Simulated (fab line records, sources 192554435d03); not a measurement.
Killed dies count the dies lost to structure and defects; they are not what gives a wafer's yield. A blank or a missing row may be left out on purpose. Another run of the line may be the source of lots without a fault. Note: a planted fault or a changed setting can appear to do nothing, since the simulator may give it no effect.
What tool caused it? + flow n5_finfet + 72 wafers from 24 lots sampled at 3 of the route's 1938 steps

== WHAT THE GAUGES SHOWED, per wafer ==
N5_BEOL_M1_CD_MEAS_18: pitch 36 nm, target cd 18 nm. Usual: cd_nm 18.1 nm, standard deviation 0.33.
| lot  | measured     | on        | cd_nm (nm)     | flag |
|------|--------------|-----------|----------------|------|
| L074 | day 6 07:20  | cd_sem-02 | 18.1 18.5 18.2 |      |
| L075 | day 6 10:14  | cd_sem-03 | 18.5 18.4 18.5 |      |
| L077 | day 6 20:17  | cd_sem-01 | 18.3 18.2 17.9 |      |
| L076 | day 6 20:43  | cd_sem-02 | 17.9 18.2 18.1 |      |
| L078 | day 7 05:03  | cd_sem-02 | 17.8 17.4 18.0 |      |
| L079 | day 7 05:18  | cd_sem-02 | 18.0 18.1 18.3 |      |
| L080 | day 7 10:07  | cd_sem-03 | 17.8 17.8 17.9 |      |
| L081 | day 7 20:26  | cd_sem-03 | 18.3 18.0 18.1 |      |
| L082 | day 8 04:03  | cd_sem-03 | 17.4 17.0 17.3 |      |
| L083 | day 8 12:11  | cd_sem-02 | 18.4 17.6 18.0 |      |
| L084 | day 8 16:48  | cd_sem-01 | 18.4 17.8 18.1 |      |
| L086 | day 8 21:16  | cd_sem-02 | 18.4 18.1 17.5 |      |
| L085 | day 9 07:44  | cd_sem-02 | 18.1 17.8 18.2 |      |
| L087 | day 9 13:26  | cd_sem-01 | 17.8 17.7 17.7 |      |
| L088 | day 9 13:28  | cd_sem-02 | 18.0 18.6 18.7 |      |
| L089 | day 9 21:26  | cd_sem-01 | 17.8 18.2 18.0 |      |
| L090 | day 10 08:38 | cd_sem-02 | 18.2 18.0 18.1 |      |
| L092 | day 10 11:19 | cd_sem-02 | 18.4 18.1 18.0 |      |
| L091 | day 10 11:35 | cd_sem-01 | 18.5 18.4 18.4 |      |
| L093 | day 10 23:20 | cd_sem-02 | 18.5 18.7 18.8 |      |
| L094 | day 10 23:44 | cd_sem-02 | 17.9 17.6 18.5 |      |
| L095 | day 11 11:14 | cd_sem-03 | 18.4 18.1 18.0 |      |
| L096 | day 11 19:31 | cd_sem-03 | 17.8 18.2 18.4 |      |
| L097 | day 12 01:55 | cd_sem-01 | 18.1 18.4 17.9 |      |

== TOOL THAT RAN EACH LOT (tool first, then ch and the chambers of the sampled wafers, then the start) ==
| lot  | N5_BEOL_M0_ANNEAL_117        | N5_BEOL_M1_ETCH_63                 |
|------|------------------------------|------------------------------------|
| L074 | pvd_sputter-03, day 6 03:40  | rie_diel-03 ch 0,1,3, day 6 06:57  |
| L075 | pvd_sputter-03, day 6 07:24  | rie_diel-06 ch 0,2,3, day 6 09:52  |
| L077 | pvd_sputter-03, day 6 16:41  | rie_diel-05 ch 0,1, day 6 19:51    |
| L076 | pvd_sputter-02, day 6 16:47  | rie_diel-05 ch 0,1, day 6 20:20    |
| L078 | pvd_sputter-03, day 7 00:52  | rie_diel-03 ch 1,3, day 7 04:40    |
| L079 | pvd_sputter-02, day 7 02:14  | rie_diel-06 ch 0,2,3, day 7 04:55  |
| L080 | pvd_sputter-01, day 7 06:54  | rie_diel-03 ch 0,1,3, day 7 09:44  |
| L081 | pvd_sputter-03, day 7 16:00  | rie_diel-06 ch 0,1, day 7 20:03    |
| L082 | pvd_sputter-03, day 8 00:14  | rie_diel-03 ch 1,2,3, day 8 03:40  |
| L083 | pvd_sputter-03, day 8 08:08  | rie_diel-05 ch 1,2,3, day 8 11:48  |
| L084 | pvd_sputter-03, day 8 10:32  | rie_diel-03 ch 0,1,3, day 8 16:19  |
| L086 | pvd_sputter-03, day 8 17:31  | rie_diel-06 ch 0,1,3, day 8 20:53  |
| L085 | pvd_sputter-02, day 9 03:38  | rie_diel-03 ch 0,1,3, day 9 07:16  |
| L087 | pvd_sputter-03, day 9 07:34  | rie_diel-03 ch 0,1,3, day 9 12:55  |
| L088 | pvd_sputter-03, day 9 08:43  | rie_diel-05 ch 0,3, day 9 12:59    |
| L089 | pvd_sputter-02, day 9 17:16  | rie_diel-03 ch 0,1,3, day 9 21:04  |
| L090 | pvd_sputter-02, day 10 03:56 | rie_diel-05 ch 0,1,3, day 10 08:13 |
| L092 | pvd_sputter-02, day 10 08:16 | rie_diel-05 ch 0,1,3, day 10 10:56 |
| L091 | pvd_sputter-02, day 10 08:45 | rie_diel-06 ch 0,2,3, day 10 11:12 |
| L093 | pvd_sputter-03, day 10 19:04 | rie_diel-06 ch 1,2,3, day 10 22:55 |
| L094 | pvd_sputter-02, day 10 20:47 | rie_diel-03 ch 0,1,3, day 10 23:22 |
| L095 | pvd_sputter-02, day 11 03:39 | rie_diel-05 ch 1,2, day 11 10:50   |
| L096 | pvd_sputter-01, day 11 16:16 | rie_diel-06 ch 1,2,3, day 11 19:08 |
| L097 | pvd_sputter-01, day 11 21:17 | rie_diel-03 ch 0,1, day 12 01:30   |
- N5_BEOL_M0_ANNEAL_117: time 60 s.
- N5_BEOL_M1_ETCH_63: etches SiARC in CF4, target depth 15.6 nm, time 26 s.

== AS READ BY THE TOOLS THEMSELVES (means over the sampled wafers that have a number; for cases with no such wafer, the mark the record gives instead) ==
N5_BEOL_M0_ANNEAL_117. Usual: heater_power_w 801 W, standard deviation 79; susceptor_temp_C_max 401.0, standard deviation 0.38.
| lot  | tool           | heater_power_w (W) | susceptor_temp_C_max | flag |
|------|----------------|--------------------|----------------------|------|
| L074 | pvd_sputter-03 | 730                | 400.9                |      |
| L075 | pvd_sputter-03 | 817                | 400.7                |      |
| L077 | pvd_sputter-03 | 771                | 400.6                |      |
| L076 | pvd_sputter-02 | 799                | 401.3                |      |
| L078 | pvd_sputter-03 | 823                | 400.8                |      |
| L079 | pvd_sputter-02 | 835                | 401.2                |      |
| L080 | pvd_sputter-01 | 852                | 400.8                |      |
| L081 | pvd_sputter-03 | 764                | 400.9                |      |
| L082 | pvd_sputter-03 | 752                | 401.2                |      |
| L083 | pvd_sputter-03 | 764                | 401.0                |      |
| L084 | pvd_sputter-03 | 757                | 400.7                |      |
| L086 | pvd_sputter-03 | 735                | 401.1                |      |
| L085 | pvd_sputter-02 | 816                | 401.2                |      |
| L087 | pvd_sputter-03 | 755                | 400.8                |      |
| L088 | pvd_sputter-03 | 792                | 400.8                |      |
| L089 | pvd_sputter-02 | 803                | 401.0                |      |
| L090 | pvd_sputter-02 | 842                | 401.4                |      |
| L092 | pvd_sputter-02 | 814                | 401.2                |      |
| L091 | pvd_sputter-02 | 833                | 401.4                |      |
| L093 | pvd_sputter-03 | 733                | 400.9                |      |
| L094 | pvd_sputter-02 | 818                | 401.4                |      |
| L095 | pvd_sputter-02 | 811                | 401.3                |      |
| L096 | pvd_sputter-01 | 873                | 400.9                |      |
| L097 | pvd_sputter-01 | 917                | 400.9                |      |

N5_BEOL_M1_ETCH_63. Usual: bias_w 36.01 W, standard deviation 0.11; cf4_flow_sccm 100.00 sccm, standard deviation 0.3; drypump_motor_current_A 5.7 A, standard deviation 0.31; etch_rf_on_time_s 25.7 s, standard deviation 0.73; oes_product_au 0.66 a.u., standard deviation 0.065; rf_vpp_V 184.1 V, standard deviation 1.2; showerhead_plenum_p_Torr 2.15 Torr, standard deviation 0.066; throttle_valve_pct 15.69 %, standard deviation 0.17.
| lot  | tool        | bias_w (W) | cf4_flow_sccm (sccm) | drypump_motor_current_A (A) | etch_rf_on_time_s (s) | oes_product_au (a.u.) | rf_vpp_V (V) | showerhead_plenum_p_Torr (Torr) | throttle_valve_pct (%) | flag |
|------|-------------|------------|----------------------|-----------------------------|-----------------------|-----------------------|--------------|---------------------------------|------------------------|------|
| L074 | rie_diel-03 | 36.08      | 100.06               | 5.6                         | 25.7                  | 0.64                  | 183.7        | 2.11                            | 15.74                  |      |
| L075 | rie_diel-06 | 36.05      | 100.30               | 5.7                         | 26.3                  | 0.67                  | 184.4        | 2.15                            | 15.68                  |      |
| L077 | rie_diel-05 | 36.03      | 100.24               | 5.7                         | 25.4                  | 0.65                  | 184.1        | 2.12                            | 15.54                  |      |
| L076 | rie_diel-05 | 35.95      | 99.64                | 5.8                         | 25.4                  | 0.65                  | 184.4        | 2.12                            | 15.54                  |      |
| L078 | rie_diel-03 | 35.86      | 100.37               | 5.6                         | 25.3                  | 0.64                  | 183.1        | 2.12                            | 15.73                  |      |
| L079 | rie_diel-06 | 36.09      | 100.02               | 5.7                         | 26.0                  | 0.67                  | 184.1        | 2.15                            | 15.69                  |      |
| L080 | rie_diel-03 | 36.09      | 100.11               | 5.6                         | 25.5                  | 0.63                  | 182.9        | 2.11                            | 15.75                  |      |
| L081 | rie_diel-06 | 35.93      | 100.03               | 5.9                         | 26.2                  | 0.63                  | 184.1        | 2.20                            | 15.79                  |      |
| L082 | rie_diel-03 | 35.98      | 99.84                | 5.6                         | 25.8                  | 0.68                  | 184.8        | 2.16                            | 15.65                  |      |
| L083 | rie_diel-05 | 35.98      | 99.95                | 5.8                         | 25.5                  | 0.72                  | 183.7        | 2.19                            | 15.47                  |      |
| L084 | rie_diel-03 | 35.89      | 100.07               | 5.6                         | 25.6                  | 0.62                  | 183.8        | 2.11                            | 15.78                  |      |
| L086 | rie_diel-06 | 36.01      | 99.92                | 5.8                         | 26.1                  | 0.67                  | 184.8        | 2.18                            | 15.77                  |      |
| L085 | rie_diel-03 | 35.96      | 100.04               | 5.6                         | 25.6                  | 0.62                  | 182.8        | 2.10                            | 15.78                  |      |
| L087 | rie_diel-03 | 35.98      | 100.18               | 5.6                         | 25.8                  | 0.62                  | 182.9        | 2.10                            | 15.79                  |      |
| L088 | rie_diel-05 | 35.90      | 99.72                | 6.0                         | 26.1                  | 0.72                  | 183.8        | 2.20                            | 15.72                  |      |
| L089 | rie_diel-03 | 36.01      | 99.97                | 5.6                         | 25.7                  | 0.62                  | 183.6        | 2.10                            | 15.80                  |      |
| L090 | rie_diel-05 | 36.16      | 99.98                | 5.9                         | 25.3                  | 0.68                  | 184.2        | 2.16                            | 15.66                  |      |
| L092 | rie_diel-05 | 35.98      | 100.01               | 5.9                         | 25.6                  | 0.67                  | 183.9        | 2.16                            | 15.67                  |      |
| L091 | rie_diel-06 | 36.09      | 99.89                | 5.7                         | 26.0                  | 0.65                  | 183.4        | 2.15                            | 15.73                  |      |
| L093 | rie_diel-06 | 35.99      | 100.13               | 5.7                         | 26.3                  | 0.65                  | 184.6        | 2.17                            | 15.71                  |      |
| L094 | rie_diel-03 | 35.96      | 99.94                | 5.6                         | 25.4                  | 0.61                  | 183.3        | 2.10                            | 15.82                  |      |
| L095 | rie_diel-05 | 36.01      | 100.01               | 5.6                         | 25.0                  | 0.69                  | 184.9        | 2.16                            | 15.46                  |      |
| L096 | rie_diel-06 | 36.02      | 100.04               | 5.7                         | 26.4                  | 0.64                  | 184.1        | 2.17                            | 15.72                  |      |
| L097 | rie_diel-03 | 36.08      | 99.59                | 5.9                         | 25.5                  | 0.60                  | 183.4        | 2.07                            | 15.87                  |      |

== THE ANSWER, worked out from the rows above alone ==
Rule: a lot is off if the mean of its wafers that have a number lies more than 3 standard deviations from the usual mean. A lot without any number at a reading at which 4 lots or more have one is off too. The other lots that the step has rows for count as sound. First the gauges in route order, then the tools' own readings, where a lot's mean is used as printed above. At the first step where some lot is off, the reading lying furthest off is the one used; lots without a number count as furthest.
Across all readings shown, no lot is off: no conclusion can be drawn from this.

== WHAT THE SIMULATOR HAD INSERTED ==
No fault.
